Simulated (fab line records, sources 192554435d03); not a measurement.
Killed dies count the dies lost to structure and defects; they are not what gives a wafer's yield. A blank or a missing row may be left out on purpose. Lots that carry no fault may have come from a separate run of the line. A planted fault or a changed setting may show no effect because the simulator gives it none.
3 desks, one fault || flow n5 finfet || every desk sees just its own numbers, and what lay behind them comes last

== DESK OF THE TOOL OWNER: rie diel-04 ==
The tool's own readings at N5_MOL_CONTACT_COAG_ETCH_124 (etches SiNx in CH3F/O2, stops on SiOC, target depth 6.5 nm): means of the sampled wafers that have a number, for each lot that ran on this tool. Any lot whose mean is over 4 standard deviations away from the usual mean is out of limits and marked OUT; that distance is given in the brackets. Of its 9 readings 7 are shown: the one that was out of limits first, and those that lie furthest out on some lot.
Columns: A = CH3F_flow_sccm at N5_MOL_CONTACT_COAG_ETCH_124, usual 29.99 sccm; B = O2_flow_sccm at N5_MOL_CONTACT_COAG_ETCH_124, usual 20.00 sccm; C = drypump motor current A at N5_MOL_CONTACT_COAG_ETCH_124, usual 5.6 A; D = oes_f_703_au at N5_MOL_CONTACT_COAG_ETCH_124, usual 0.80 a.u.; E = rf fwd power W at N5_MOL_CONTACT_COAG_ETCH_124, usual 391.2 W; F = rf vpp V at N5_MOL_CONTACT_COAG_ETCH_124, usual 293 V; G = showerhead plenum p Torr at N5_MOL_CONTACT_COAG_ETCH_124, usual 1.98 Torr
{"lot": "L161", "first seen here": "day 5 20:21", "A": 29.97, "B": 20.06, "C": 5.4, "D": 0.82, "E": 392.2, "F": 295, "G": 1.94}
{"lot": "L176", "first seen here": "day 9 10:27", "A": 29.78, "B": 20.01, "C": 5.1, "D": 0.56, "E": "297.9 (-55) OUT", "F": "332 (+6.1) OUT", "G": 1.92}
{"lot": "L178", "first seen here": "day 9 22:51", "A": 30.00, "B": 19.96, "C": 5.5, "D": 0.55, "E": "298.2 (-55) OUT", "F": "334 (+6.5) OUT", "G": 1.93}
This desk's finding: out of limits on L176, L178; first on L176, day 9 10:27 (rf fwd power W at N5_MOL_CONTACT_COAG_ETCH_124). L161 stayed within limits.

== THE DEFECT DESK ==
Lot by lot, what the route's inspections counted, given as the mean of those sampled wafers with a number. Any lot whose mean is over 4 standard deviations away from the usual mean is out of limits and marked OUT; that distance is given in the brackets.
Columns: A = raw defect count at N5_MOL_CONTACT_COAG_INSPECT_42, usual 220
{"lot": "L161", "first seen here": "day 5 19:49", "A": 285}
{"lot": "L164", "first seen here": "day 6 11:17", "A": 179}
{"lot": "L168", "first seen here": "day 7 10:56", "A": 235}
{"lot": "L169", "first seen here": "day 7 20:50", "A": 148}
{"lot": "L176", "first seen here": "day 9 09:15", "A": 166}
{"lot": "L178", "first seen here": "day 9 22:11", "A": 211}
This desk's verdict: no lot among the 6 shows anything out of limits.

== THE METROLOGY DESK ==
What the gauges read, lot by lot, whatever tool the lot ran on: means of the sampled wafers that have a number. Any lot whose mean is over 4 standard deviations away from the usual mean is out of limits and marked OUT; that distance is given in the brackets. Readings shown: 7 of its 10, picked as those furthest out on some lot.
Columns: A = DIBL_N at N5_BEOL_M4_RC_MEAS_101, usual 36.2 mV/V; B = DIBL_P at N5_BEOL_M4_RC_MEAS_101, usual 36.1 mV/V; C = IOFF_N at N5_BEOL_M4_RC_MEAS_101, usual 0.16 nA/um; D = IOFF_P at N5_BEOL_M4_RC_MEAS_101, usual 0.22 nA/um; E = SS_N at N5_BEOL_M4_RC_MEAS_101, usual 71.5 mV/dec; F = SS_P at N5_BEOL_M4_RC_MEAS_101, usual 73.2 mV/dec; G = VT_P at N5_BEOL_M4_RC_MEAS_101, usual -249 mV
{"lot": "L161", "first seen here": "day 8 09:57", "A": 34.0, "B": 33.6, "C": 0.11, "D": 0.17, "E": 71.5, "F": 72.0, "G": -252}
{"lot": "L164", "first seen here": "day 9 17:02", "A": 36.7, "B": 36.5, "C": 0.15, "D": 0.21, "E": 71.7, "F": 73.0, "G": -250}
{"lot": "L168", "first seen here": "day 10 09:29", "A": 35.4, "B": 35.4, "C": 0.15, "D": 0.21, "E": 70.8, "F": 73.7, "G": -251}
{"lot": "L169", "first seen here": "day 10 11:17", "A": 37.1, "B": 36.2, "C": 0.16, "D": 0.20, "E": 71.8, "F": 73.4, "G": -250}
{"lot": "L176", "first seen here": "day 12 08:26", "A": 36.5, "B": 35.4, "C": 0.15, "D": 0.20, "E": 71.4, "F": 73.3, "G": -251}
{"lot": "L178", "first seen here": "day 13 05:05", "A": 36.9, "B": 37.1, "C": 0.17, "D": 0.22, "E": 72.0, "F": 73.7, "G": -250}
This desk's verdict: no lot among the 6 shows anything out of limits.

== PUT TOGETHER ==
The tool owner's desk had the chance to raise an alarm at day 9 10:27 on L176, L178.
The defect desk saw nothing out of limits.
At the metrology desk, nothing out of limits was observed.
The defect desk has L176, L178 on record, within its limits.
The metrology desk holds a record of L176, L178, inside its limits.
All the named lots went through N5_MOL_CONTACT_COAG_ETCH_124 on rie diel-04.

== WHAT THE SIMULATOR PUT IN ==
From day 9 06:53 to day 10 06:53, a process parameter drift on rie diel-04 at N5_MOL_CONTACT_COAG_ETCH_124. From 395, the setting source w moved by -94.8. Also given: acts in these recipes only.
Lots struck among those shown: L176, L178.
Delay in hours, fault start to first out-of-limits reading, by desk: the tool owner's desk at 4.
